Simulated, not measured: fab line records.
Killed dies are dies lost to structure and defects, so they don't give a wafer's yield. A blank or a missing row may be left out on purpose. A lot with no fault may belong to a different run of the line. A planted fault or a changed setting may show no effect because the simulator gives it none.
fab line records / flow n5-finfet / part 2 of 2: steps 17 to 22 of 22
record lots=5 wafers=15 last-day=17
route steps=1938 shown DUMMY_GATE@228
lots that met no fault: taken from a fault-free run of the same line
start-h: the number of hours between the record's first day and the start of the first shown wafer of the lot / wait-h: how many hours have passed since the lot's step before this one / " identical to the entry in the row above / L1.1+2: a single row standing in for several wafers / - either no value or no given start / * or withheld: withheld / < > ~ a bound
route shown NAME@n: NAME is a module with steps in the file, n the number in the route of the first one / usual: mean and standard deviation over wafers with no fault / same: alike in all rows / chamber/n: place in a boat / sites: per-site readings / _std_site: standard deviation across them / _edge_site: outer sites' mean less inner sites' / radius-mm: how far each site lies from the wafer's centre / mask NAME#n: copy n / behind: the tool/chamber that last shaped the wafer / hold: why the lot was held/for how many hours/how that ended / device: the n, p or np transistor that did not switch / end of line: tests run on the same wafers once the route is complete / a step given without rows: its recipe and nothing more / killed: the dies lost at the first sort to structure and to defects; this is not the yield of the wafer / map: a wafer's dies, x killed, . not, _ none there
set.NAME: the setting as run; set.NAME@STEP: as run at that earlier step / model.NAME: the simulator's own value behind a step, which no gauge read
lots at selected steps of the route; one table per step, one row per wafer
services: the hour from which a tool's chamber was out of use, counted from the record's first day as start-h (under 0 if before that day), plus the number of hours and why
## steps
# step N5_DUMMY_GATE_STRIP_41
# recipe chemistry=O2 power-w=400 temp-c=40 pressure-mtorr=30 rf-frequency-hz=6e+07 bias-power-w=0 overash-fraction=0.3 o2-flow-sccm=225
# usual drypump-motor-current-A=5.7/0.34 oes-product-au=0.82/0.085 rf-vpp-V=3.7/0.5 showerhead-plenum-p-Torr=2.11/0.082 throttle-valve-pct=16.62/0.22
lot.wafer=L076.4 tool=rie-diel-02 chamber=3 start-h=59.39 wait-h=0.0 drypump-motor-current-A=5.9 oes-product-au=0.88 rf-hours-counter-h=33 rf-vpp-V=4.2 showerhead-plenum-p-Torr=2.24 throttle-valve-pct=16.19
lot.wafer=L076.5 tool=rie-diel-02 chamber=2 start-h=59.39 wait-h=0.0 drypump-motor-current-A=6.5 oes-product-au=0.85 rf-hours-counter-h=- rf-vpp-V=4.2 showerhead-plenum-p-Torr=2.05 throttle-valve-pct=16.94
lot.wafer=L076.6 tool=rie-diel-02 chamber=3 start-h=59.39 wait-h=0.0 drypump-motor-current-A=5.9 oes-product-au=0.88 rf-hours-counter-h=- rf-vpp-V=4.3 showerhead-plenum-p-Torr=2.24 throttle-valve-pct=16.19
lot.wafer=L086.2 tool=rie-diel-06 chamber=0 start-h=121.18 wait-h=0.0 drypump-motor-current-A=5.6 oes-product-au=0.74 rf-hours-counter-h=180 rf-vpp-V=4.3 showerhead-plenum-p-Torr=2.03 throttle-valve-pct=16.90
lot.wafer=L086.5 tool=rie-diel-06 chamber=1 start-h=121.18 wait-h=0.0 drypump-motor-current-A=6.2 oes-product-au=0.88 rf-hours-counter-h=- rf-vpp-V=3.8 showerhead-plenum-p-Torr=2.05 throttle-valve-pct=16.27
lot.wafer=L086.6 tool=rie-diel-06 chamber=0 start-h=121.18 wait-h=0.0 drypump-motor-current-A=5.6 oes-product-au=0.74 rf-hours-counter-h=- rf-vpp-V=2.9 showerhead-plenum-p-Torr=2.02 throttle-valve-pct=16.87
lot.wafer=L088.3 tool=rie-diel-04 chamber=2 start-h=130.16 wait-h=0.0 drypump-motor-current-A=5.3 oes-product-au=0.84 rf-hours-counter-h=77 rf-vpp-V=3.0 showerhead-plenum-p-Torr=2.03 throttle-valve-pct=16.70
lot.wafer=L088.4 tool=rie-diel-04 chamber=3 start-h=130.16 wait-h=0.0 drypump-motor-current-A=6.0 oes-product-au=0.91 rf-hours-counter-h=- rf-vpp-V=4.7 showerhead-plenum-p-Torr=2.15 throttle-valve-pct=16.67
lot.wafer=L088.5 tool=rie-diel-04 chamber=2 start-h=130.16 wait-h=0.0 drypump-motor-current-A=5.3 oes-product-au=0.83 rf-hours-counter-h=- rf-vpp-V=3.3 showerhead-plenum-p-Torr=2.03 throttle-valve-pct=16.68
lot.wafer=L093.2 tool=rie-diel-02 chamber=3 start-h=161.71 wait-h=0.0 drypump-motor-current-A=5.9 oes-product-au=0.83 rf-hours-counter-h=67 rf-vpp-V=3.1 showerhead-plenum-p-Torr=2.23 throttle-valve-pct=16.25
lot.wafer=L093.5 tool=rie-diel-02 chamber=3 start-h=161.71 wait-h=0.0 drypump-motor-current-A=5.8 oes-product-au=0.84 rf-hours-counter-h=- rf-vpp-V=3.8 showerhead-plenum-p-Torr=2.23 throttle-valve-pct=16.24
lot.wafer=L093.6 tool=rie-diel-02 chamber=2 start-h=161.71 wait-h=0.0 drypump-motor-current-A=6.5 oes-product-au=0.81 rf-hours-counter-h=- rf-vpp-V=2.2 showerhead-plenum-p-Torr=2.04 throttle-valve-pct=17.00
lot.wafer=L097.1 tool=rie-diel-04 chamber=3 start-h=185.73 wait-h=0.0 drypump-motor-current-A=6.0 oes-product-au=0.89 rf-hours-counter-h=25 rf-vpp-V=3.4 showerhead-plenum-p-Torr=2.14 throttle-valve-pct=16.69
lot.wafer=L097.4 tool=rie-diel-04 chamber=0 start-h=185.73 wait-h=0.0 drypump-motor-current-A=5.6 oes-product-au=0.93 rf-hours-counter-h=15 rf-vpp-V=3.1 showerhead-plenum-p-Torr=2.07 throttle-valve-pct=16.40
lot.wafer=L097.5 tool=rie-diel-04 chamber=3 start-h=185.73 wait-h=0.0 drypump-motor-current-A=6.0 oes-product-au=0.89 rf-hours-counter-h=- rf-vpp-V=3.1 showerhead-plenum-p-Torr=2.14 throttle-valve-pct=16.71
# step N5_DUMMY_GATE_HM_OPEN_21
# recipe chemistry=CH3F/O2 target=SiNx target-depth-a=1200 Ar_flow_sccm=150 CH3F_flow_sccm=30 O2_flow_sccm=23 time-s=171.4 pressure-mtorr=30 source-w=395 bias-w=73 ion-energy-ev=120.7
# usual drypump-motor-current-A=5.7/0.34 mfc-ar-sccm=150.0/0.49 oes-product-au=0.82/0.087 rf-fwd-power-W=393.5/1.3 rf-vpp-V=299/4.1 showerhead-plenum-p-Torr=2.03/0.077 throttle-valve-pct=16.38/0.22
lot.wafer=L076.4 tool=rie-diel-02 chamber=3 start-h=59.43 wait-h=0.0 drypump-motor-current-A=5.8 mfc-ar-sccm=150.5 oes-product-au=0.89 rf-fwd-power-W=390.5 rf-hours-counter-h=33 rf-vpp-V=298 showerhead-plenum-p-Torr=2.16 throttle-valve-pct=15.98
lot.wafer=L076.5 tool=rie-diel-02 chamber=2 start-h=59.43 wait-h=0.0 drypump-motor-current-A=6.5 mfc-ar-sccm=149.8 oes-product-au=0.85 rf-fwd-power-W=394.1 rf-hours-counter-h=- rf-vpp-V=295 showerhead-plenum-p-Torr=1.96 throttle-valve-pct=16.65
lot.wafer=L076.6 tool=rie-diel-02 chamber=3 start-h=59.43 wait-h=0.0 drypump-motor-current-A=5.9 mfc-ar-sccm=150.2 oes-product-au=0.89 rf-fwd-power-W=393.3 rf-hours-counter-h=- rf-vpp-V=299 showerhead-plenum-p-Torr=2.16 throttle-valve-pct=15.98
lot.wafer=L086.2 tool=rie-diel-06 chamber=0 start-h=121.22 wait-h=0.0 drypump-motor-current-A=5.6 mfc-ar-sccm=149.4 oes-product-au=0.73 rf-fwd-power-W=396.0 rf-hours-counter-h=180 rf-vpp-V=298 showerhead-plenum-p-Torr=1.93 throttle-valve-pct=16.54
lot.wafer=L086.5 tool=rie-diel-06 chamber=1 start-h=121.22 wait-h=0.0 drypump-motor-current-A=6.2 mfc-ar-sccm=149.9 oes-product-au=0.87 rf-fwd-power-W=392.5 rf-hours-counter-h=- rf-vpp-V=294 showerhead-plenum-p-Torr=1.98 throttle-valve-pct=16.08
lot.wafer=L086.6 tool=rie-diel-06 chamber=0 start-h=121.22 wait-h=0.0 drypump-motor-current-A=5.6 mfc-ar-sccm=150.0 oes-product-au=0.73 rf-fwd-power-W=392.2 rf-hours-counter-h=- rf-vpp-V=299 showerhead-plenum-p-Torr=1.93 throttle-valve-pct=16.56
lot.wafer=L088.3 tool=rie-diel-04 chamber=2 start-h=130.20 wait-h=0.0 drypump-motor-current-A=5.4 mfc-ar-sccm=149.4 oes-product-au=0.84 rf-fwd-power-W=392.7 rf-hours-counter-h=77 rf-vpp-V=297 showerhead-plenum-p-Torr=1.95 throttle-valve-pct=16.49
lot.wafer=L088.4 tool=rie-diel-04 chamber=3 start-h=130.20 wait-h=0.0 drypump-motor-current-A=6.0 mfc-ar-sccm=149.8 oes-product-au=0.93 rf-fwd-power-W=393.6 rf-hours-counter-h=- rf-vpp-V=292 showerhead-plenum-p-Torr=2.06 throttle-valve-pct=16.42
lot.wafer=L088.5 tool=rie-diel-04 chamber=2 start-h=130.20 wait-h=0.0 drypump-motor-current-A=5.4 mfc-ar-sccm=149.6 oes-product-au=0.83 rf-fwd-power-W=394.5 rf-hours-counter-h=- rf-vpp-V=295 showerhead-plenum-p-Torr=1.95 throttle-valve-pct=16.49
lot.wafer=L093.2 tool=rie-diel-02 chamber=3 start-h=161.75 wait-h=0.0 drypump-motor-current-A=5.8 mfc-ar-sccm=149.7 oes-product-au=0.84 rf-fwd-power-W=395.2 rf-hours-counter-h=68 rf-vpp-V=298 showerhead-plenum-p-Torr=2.15 throttle-valve-pct=16.05
lot.wafer=L093.5 tool=rie-diel-02 chamber=3 start-h=161.75 wait-h=0.0 drypump-motor-current-A=5.9 mfc-ar-sccm=149.8 oes-product-au=0.85 rf-fwd-power-W=393.5 rf-hours-counter-h=- rf-vpp-V=298 showerhead-plenum-p-Torr=2.15 throttle-valve-pct=16.04
lot.wafer=L093.6 tool=rie-diel-02 chamber=2 start-h=161.75 wait-h=0.0 drypump-motor-current-A=6.5 mfc-ar-sccm=150.3 oes-product-au=0.81 rf-fwd-power-W=391.9 rf-hours-counter-h=- rf-vpp-V=296 showerhead-plenum-p-Torr=1.95 throttle-valve-pct=16.71
lot.wafer=L097.1 tool=rie-diel-04 chamber=3 start-h=185.77 wait-h=0.0 drypump-motor-current-A=6.0 mfc-ar-sccm=149.7 oes-product-au=0.90 rf-fwd-power-W=392.9 rf-hours-counter-h=25 rf-vpp-V=292 showerhead-plenum-p-Torr=2.06 throttle-valve-pct=16.42
lot.wafer=L097.4 tool=rie-diel-04 chamber=0 start-h=185.77 wait-h=0.0 drypump-motor-current-A=5.7 mfc-ar-sccm=149.9 oes-product-au=0.93 rf-fwd-power-W=392.6 rf-hours-counter-h=15 rf-vpp-V=300 showerhead-plenum-p-Torr=1.97 throttle-valve-pct=16.07
lot.wafer=L097.5 tool=rie-diel-04 chamber=3 start-h=185.77 wait-h=0.0 drypump-motor-current-A=6.0 mfc-ar-sccm=149.4 oes-product-au=0.90 rf-fwd-power-W=392.3 rf-hours-counter-h=- rf-vpp-V=293 showerhead-plenum-p-Torr=2.06 throttle-valve-pct=16.42
# step N5_DUMMY_GATE_ETCH_32
# recipe chemistry=CF4 target=SiO2 target-depth-a=35 time-s=3.9 ion-energy-ev=350 pressure-mtorr=10 icp-w=800 bias-w=400 cf4-flow-sccm=80
# usual drypump-motor-current-A=5.6/0.42 oes-product-au=1.007/0.021 rf-fwd-power-W=790/3 throttle-valve-pct=21.84/0.28
lot.wafer=L076.4 tool=rie-si-01 chamber=0 start-h=59.59 wait-h=0.1 drypump-motor-current-A=5.3 oes-product-au=1.028 rf-fwd-power-W=791 rf-hours-counter-h=43 throttle-valve-pct=21.57
lot.wafer=L076.5 tool=rie-si-01 chamber=0 start-h=59.59 wait-h=0.1 drypump-motor-current-A=5.3 oes-product-au=1.026 rf-fwd-power-W=785 rf-hours-counter-h=- throttle-valve-pct=21.58
lot.wafer=L076.6 tool=rie-si-01 chamber=3 start-h=59.59 wait-h=0.1 drypump-motor-current-A=5.8 oes-product-au=0.992 rf-fwd-power-W=791 rf-hours-counter-h=- throttle-valve-pct=22.30
lot.wafer=L086.2 tool=rie-si-05 chamber=1 start-h=121.38 wait-h=0.1 drypump-motor-current-A=6.4 oes-product-au=1.025 rf-fwd-power-W=792 rf-hours-counter-h=3 throttle-valve-pct=21.78
lot.wafer=L086.5 tool=rie-si-05 chamber=2 start-h=121.38 wait-h=0.1 drypump-motor-current-A=4.9 oes-product-au=1.049 rf-fwd-power-W=798 rf-hours-counter-h=- throttle-valve-pct=21.55
lot.wafer=L086.6 tool=rie-si-05 chamber=3 start-h=121.38 wait-h=0.1 drypump-motor-current-A=6.1 oes-product-au=0.993 rf-fwd-power-W=788 rf-hours-counter-h=- throttle-valve-pct=21.76
lot.wafer=L088.3 tool=rie-si-01 chamber=0 start-h=130.36 wait-h=0.1 drypump-motor-current-A=5.3 oes-product-au=1.028 rf-fwd-power-W=790 rf-hours-counter-h=44 throttle-valve-pct=21.59
lot.wafer=L088.4 tool=rie-si-01 chamber=3 start-h=130.36 wait-h=0.1 drypump-motor-current-A=5.8 oes-product-au=0.998 rf-fwd-power-W=787 rf-hours-counter-h=182 throttle-valve-pct=22.28
lot.wafer=L088.5 tool=rie-si-01 chamber=1 start-h=130.36 wait-h=0.1 drypump-motor-current-A=5.1 oes-product-au=0.970 rf-fwd-power-W=791 rf-hours-counter-h=- throttle-valve-pct=21.69
lot.wafer=L093.2 tool=rie-si-05 chamber=3 start-h=161.91 wait-h=0.1 drypump-motor-current-A=6.1 oes-product-au=0.995 rf-fwd-power-W=788 rf-hours-counter-h=18 throttle-valve-pct=21.75
lot.wafer=L093.5 tool=rie-si-05 chamber=3 start-h=161.91 wait-h=0.1 drypump-motor-current-A=6.1 oes-product-au=0.994 rf-fwd-power-W=788 rf-hours-counter-h=- throttle-valve-pct=21.75
lot.wafer=L093.6 tool=rie-si-05 chamber=0 start-h=161.91 wait-h=0.1 drypump-motor-current-A=5.5 oes-product-au=1.007 rf-fwd-power-W=788 rf-hours-counter-h=- throttle-valve-pct=21.91
lot.wafer=L097.1 tool=rie-si-03 chamber=1 start-h=185.93 wait-h=0.1 drypump-motor-current-A=5.4 oes-product-au=0.978 rf-fwd-power-W=789 rf-hours-counter-h=2 throttle-valve-pct=21.35
lot.wafer=L097.4 tool=rie-si-03 chamber=3 start-h=185.93 wait-h=0.1 drypump-motor-current-A=5.7 oes-product-au=1.037 rf-fwd-power-W=790 rf-hours-counter-h=137 throttle-valve-pct=21.49
lot.wafer=L097.5 tool=rie-si-03 chamber=3 start-h=185.93 wait-h=0.1 drypump-motor-current-A=5.7 oes-product-au=1.027 rf-fwd-power-W=787 rf-hours-counter-h=- throttle-valve-pct=21.51
# step N5_DUMMY_GATE_ETCH_23
# recipe chemistry=HBr/Cl2/O2 HBr_flow_sccm=150 Cl2_flow_sccm=80 O2_flow_sccm=12 bias-w=102 target-depth-a=410 time-s=22.3 target=poly-Si mask-material=SiO2 pressure-mtorr=10 icp-w=800
# usual drypump-motor-current-A=5.6/0.42 mfc-cl2-sccm=79.99/0.24 oes-product-au=1.005/0.018 rf-fwd-power-W=794.7/2.9 throttle-valve-pct=37.3/0.36
lot.wafer=L076.4 tool=rie-si-01 chamber=0 start-h=59.62 wait-h=0.0 drypump-motor-current-A=5.3 mfc-cl2-sccm=79.97 oes-product-au=1.029 rf-fwd-power-W=794.1 rf-hours-counter-h=43 throttle-valve-pct=37.0
lot.wafer=L076.5 tool=rie-si-01 chamber=0 start-h=59.62 wait-h=0.0 drypump-motor-current-A=5.3 mfc-cl2-sccm=79.85 oes-product-au=1.018 rf-fwd-power-W=795.9 rf-hours-counter-h=- throttle-valve-pct=36.9
lot.wafer=L076.6 tool=rie-si-01 chamber=3 start-h=59.62 wait-h=0.0 drypump-motor-current-A=5.8 mfc-cl2-sccm=79.80 oes-product-au=1.001 rf-fwd-power-W=792.3 rf-hours-counter-h=- throttle-valve-pct=37.8
lot.wafer=L086.2 tool=rie-si-05 chamber=1 start-h=121.42 wait-h=0.0 drypump-motor-current-A=6.4 mfc-cl2-sccm=80.30 oes-product-au=1.019 rf-fwd-power-W=795.0 rf-hours-counter-h=3 throttle-valve-pct=37.3
lot.wafer=L086.5 tool=rie-si-05 chamber=2 start-h=121.42 wait-h=0.0 drypump-motor-current-A=4.9 mfc-cl2-sccm=79.92 oes-product-au=1.032 rf-fwd-power-W=799.1 rf-hours-counter-h=- throttle-valve-pct=37.1
lot.wafer=L086.6 tool=rie-si-05 chamber=3 start-h=121.42 wait-h=0.0 drypump-motor-current-A=6.1 mfc-cl2-sccm=79.83 oes-product-au=1.002 rf-fwd-power-W=789.5 rf-hours-counter-h=- throttle-valve-pct=37.3
lot.wafer=L088.3 tool=rie-si-01 chamber=0 start-h=130.39 wait-h=0.0 drypump-motor-current-A=5.3 mfc-cl2-sccm=79.97 oes-product-au=1.022 rf-fwd-power-W=790.9 rf-hours-counter-h=44 throttle-valve-pct=37.0
lot.wafer=L088.4 tool=rie-si-01 chamber=3 start-h=130.39 wait-h=0.0 drypump-motor-current-A=5.8 mfc-cl2-sccm=80.32 oes-product-au=1.005 rf-fwd-power-W=794.0 rf-hours-counter-h=182 throttle-valve-pct=37.8
lot.wafer=L088.5 tool=rie-si-01 chamber=1 start-h=130.39 wait-h=0.0 drypump-motor-current-A=5.1 mfc-cl2-sccm=80.23 oes-product-au=0.981 rf-fwd-power-W=793.7 rf-hours-counter-h=- throttle-valve-pct=37.0
lot.wafer=L093.2 tool=rie-si-05 chamber=3 start-h=161.94 wait-h=0.0 drypump-motor-current-A=6.1 mfc-cl2-sccm=80.29 oes-product-au=0.999 rf-fwd-power-W=795.3 rf-hours-counter-h=18 throttle-valve-pct=37.3
lot.wafer=L093.5 tool=rie-si-05 chamber=3 start-h=161.94 wait-h=0.0 drypump-motor-current-A=6.1 mfc-cl2-sccm=80.10 oes-product-au=0.993 rf-fwd-power-W=795.9 rf-hours-counter-h=- throttle-valve-pct=37.3
lot.wafer=L093.6 tool=rie-si-05 chamber=0 start-h=161.94 wait-h=0.0 drypump-motor-current-A=5.6 mfc-cl2-sccm=79.32 oes-product-au=0.987 rf-fwd-power-W=794.4 rf-hours-counter-h=- throttle-valve-pct=37.4
lot.wafer=L097.1 tool=rie-si-03 chamber=1 start-h=185.96 wait-h=0.0 drypump-motor-current-A=5.4 mfc-cl2-sccm=80.19 oes-product-au=0.981 rf-fwd-power-W=794.1 rf-hours-counter-h=2 throttle-valve-pct=36.6
lot.wafer=L097.4 tool=rie-si-03 chamber=3 start-h=185.96 wait-h=0.0 drypump-motor-current-A=5.6 mfc-cl2-sccm=80.07 oes-product-au=1.031 rf-fwd-power-W=794.5 rf-hours-counter-h=137 throttle-valve-pct=37.0
lot.wafer=L097.5 tool=rie-si-03 chamber=3 start-h=185.96 wait-h=0.0 drypump-motor-current-A=5.6 mfc-cl2-sccm=80.02 oes-product-au=1.032 rf-fwd-power-W=794.6 rf-hours-counter-h=- throttle-valve-pct=37.0
# step N5_DUMMY_GATE_ETCH_44
# recipe chemistry=HBr/O2 over-etch-frac=0.7 target-depth-a=1275 stop-on=SiO2 ion-energy-ev=60 bias-w=20 target=poly-Si mask-material=SiO2 pressure-mtorr=20 icp-w=400 HBr_flow_sccm=120 O2_flow_sccm=10
# usual drypump-motor-current-A=5.6/0.42 oes-product-au=0.736/0.012 rf-fwd-power-W=397.8/1.2 throttle-valve-pct=18.59/0.2
lot.wafer=L076.4 tool=rie-si-01 chamber=0 start-h=59.68 wait-h=0.0 drypump-motor-current-A=5.3 oes-product-au=0.755 rf-fwd-power-W=398.0 rf-hours-counter-h=43 throttle-valve-pct=18.44
lot.wafer=L076.5 tool=rie-si-01 chamber=0 start-h=59.68 wait-h=0.0 drypump-motor-current-A=5.3 oes-product-au=0.749 rf-fwd-power-W=398.6 rf-hours-counter-h=- throttle-valve-pct=18.43
lot.wafer=L076.6 tool=rie-si-01 chamber=3 start-h=59.68 wait-h=0.0 drypump-motor-current-A=5.8 oes-product-au=0.721 rf-fwd-power-W=395.1 rf-hours-counter-h=- throttle-valve-pct=18.93
lot.wafer=L086.2 tool=rie-si-05 chamber=1 start-h=121.47 wait-h=0.0 drypump-motor-current-A=6.4 oes-product-au=0.741 rf-fwd-power-W=399.4 rf-hours-counter-h=3 throttle-valve-pct=18.59
lot.wafer=L086.5 tool=rie-si-05 chamber=2 start-h=121.47 wait-h=0.0 drypump-motor-current-A=5.0 oes-product-au=0.757 rf-fwd-power-W=398.0 rf-hours-counter-h=- throttle-valve-pct=18.57
lot.wafer=L086.6 tool=rie-si-05 chamber=3 start-h=121.47 wait-h=0.0 drypump-motor-current-A=6.1 oes-product-au=0.742 rf-fwd-power-W=396.7 rf-hours-counter-h=- throttle-valve-pct=18.56
lot.wafer=L088.3 tool=rie-si-01 chamber=0 start-h=130.45 wait-h=0.0 drypump-motor-current-A=5.3 oes-product-au=0.744 rf-fwd-power-W=396.9 rf-hours-counter-h=44 throttle-valve-pct=18.44
lot.wafer=L088.4 tool=rie-si-01 chamber=3 start-h=130.45 wait-h=0.0 drypump-motor-current-A=5.8 oes-product-au=0.733 rf-fwd-power-W=395.7 rf-hours-counter-h=182 throttle-valve-pct=18.94
lot.wafer=L088.5 tool=rie-si-01 chamber=1 start-h=130.45 wait-h=0.0 drypump-motor-current-A=5.1 oes-product-au=0.719 rf-fwd-power-W=398.0 rf-hours-counter-h=- throttle-valve-pct=18.55
lot.wafer=L093.2 tool=rie-si-05 chamber=3 start-h=162.00 wait-h=0.0 drypump-motor-current-A=6.1 oes-product-au=0.743 rf-fwd-power-W=397.2 rf-hours-counter-h=18 throttle-valve-pct=18.55
lot.wafer=L093.5 tool=rie-si-05 chamber=3 start-h=162.00 wait-h=0.0 drypump-motor-current-A=6.1 oes-product-au=0.741 rf-fwd-power-W=398.5 rf-hours-counter-h=- throttle-valve-pct=18.56
lot.wafer=L093.6 tool=rie-si-05 chamber=0 start-h=162.00 wait-h=0.0 drypump-motor-current-A=5.6 oes-product-au=0.724 rf-fwd-power-W=396.2 rf-hours-counter-h=- throttle-valve-pct=18.67
lot.wafer=L097.1 tool=rie-si-03 chamber=1 start-h=186.02 wait-h=0.0 drypump-motor-current-A=5.4 oes-product-au=0.717 rf-fwd-power-W=399.8 rf-hours-counter-h=2 throttle-valve-pct=18.18
lot.wafer=L097.4 tool=rie-si-03 chamber=3 start-h=186.02 wait-h=0.0 drypump-motor-current-A=5.7 oes-product-au=0.753 rf-fwd-power-W=399.6 rf-hours-counter-h=137 throttle-valve-pct=18.23
lot.wafer=L097.5 tool=rie-si-03 chamber=3 start-h=186.02 wait-h=0.0 drypump-motor-current-A=5.7 oes-product-au=0.749 rf-fwd-power-W=398.2 rf-hours-counter-h=- throttle-valve-pct=18.23
# step N5_DUMMY_GATE_CD_MEAS_24
# recipe target-cd-nm=15
# usual cd-nm=14.8/0.39
lot.wafer=L076.4 tool=cd-sem-02 chamber=- start-h=59.80 wait-h=0.1 cd-nm=14.9
lot.wafer=L076.5 tool=cd-sem-02 chamber=- start-h=59.80 wait-h=0.1 cd-nm=14.7
lot.wafer=L076.6 tool=cd-sem-02 chamber=- start-h=59.80 wait-h=0.1 cd-nm=14.7
lot.wafer=L086.2 tool=cd-sem-02 chamber=- start-h=121.59 wait-h=0.1 cd-nm=15.2
lot.wafer=L086.5 tool=cd-sem-02 chamber=- start-h=121.59 wait-h=0.1 cd-nm=14.8
lot.wafer=L086.6 tool=cd-sem-02 chamber=- start-h=121.59 wait-h=0.1 cd-nm=15.2
lot.wafer=L088.3 tool=cd-sem-01 chamber=- start-h=130.57 wait-h=0.1 cd-nm=15.0
lot.wafer=L088.4 tool=cd-sem-01 chamber=- start-h=130.57 wait-h=0.1 cd-nm=14.3
lot.wafer=L088.5 tool=cd-sem-01 chamber=- start-h=130.57 wait-h=0.1 cd-nm=14.5
lot.wafer=L093.2 tool=cd-sem-01 chamber=- start-h=162.11 wait-h=0.1 cd-nm=14.7
lot.wafer=L093.5 tool=cd-sem-01 chamber=- start-h=162.11 wait-h=0.1 cd-nm=14.3
lot.wafer=L093.6 tool=cd-sem-01 chamber=- start-h=162.11 wait-h=0.1 cd-nm=14.7
lot.wafer=L097.1 tool=cd-sem-02 chamber=- start-h=186.13 wait-h=0.1 cd-nm=14.5
lot.wafer=L097.4 tool=cd-sem-02 chamber=- start-h=186.13 wait-h=0.1 cd-nm=14.7
lot.wafer=L097.5 tool=cd-sem-02 chamber=- start-h=186.13 wait-h=0.1 cd-nm=15.0
## services
tool=euv-scanner-01 chamber=- start-h=34.77 hours=1.0 kind=pm
tool=rie-diel-04 chamber=- start-h=41.41 hours=0.5 kind=repair
tool=rie-diel-04 chamber=3 start-h=42.13 hours=4.5 kind=repair
tool=rie-diel-04 chamber=1 start-h=53.27 hours=13.5 kind=repair
tool=euv-scanner-02 chamber=- start-h=60.94 hours=0.4 kind=repair
tool=rie-si-03 chamber=0 start-h=63.89 hours=4.9 kind=repair
tool=euv-scanner-02 chamber=- start-h=65.09 hours=1.0 kind=pm
tool=rie-diel-02 chamber=1 start-h=80.37 hours=7.8 kind=repair
tool=rie-diel-02 chamber=0 start-h=80.68 hours=14.0 kind=repair
tool=euv-scanner-02 chamber=- start-h=81.86 hours=4.6 kind=pm
tool=euv-scanner-01 chamber=- start-h=88.21 hours=1.0 kind=pm
tool=euv-scanner-02 chamber=- start-h=97.24 hours=1.7 kind=repair
tool=rie-diel-04 chamber=2 start-h=97.38 hours=9.7 kind=repair
tool=euv-scanner-02 chamber=- start-h=106.18 hours=0.5 kind=repair
tool=euv-scanner-01 chamber=- start-h=111.75 hours=1.5 kind=repair
tool=euv-scanner-02 chamber=- start-h=114.96 hours=0.2 kind=repair
tool=euv-scanner-02 chamber=- start-h=121.24 hours=1.0 kind=pm
tool=rie-diel-02 chamber=3 start-h=139.39 hours=2.0 kind=repair
tool=euv-scanner-01 chamber=- start-h=144.36 hours=1.0 kind=pm
tool=rie-diel-04 chamber=3 start-h=146.43 hours=9.5 kind=repair
tool=rie-si-03 chamber=1 start-h=150.75 hours=21.8 kind=repair
tool=euv-scanner-01 chamber=- start-h=154.20 hours=101.9 kind=repair
tool=euv-scanner-02 chamber=- start-h=167.52 hours=0.1 kind=repair
tool=rie-diel-06 chamber=1 start-h=181.26 hours=7.0 kind=repair
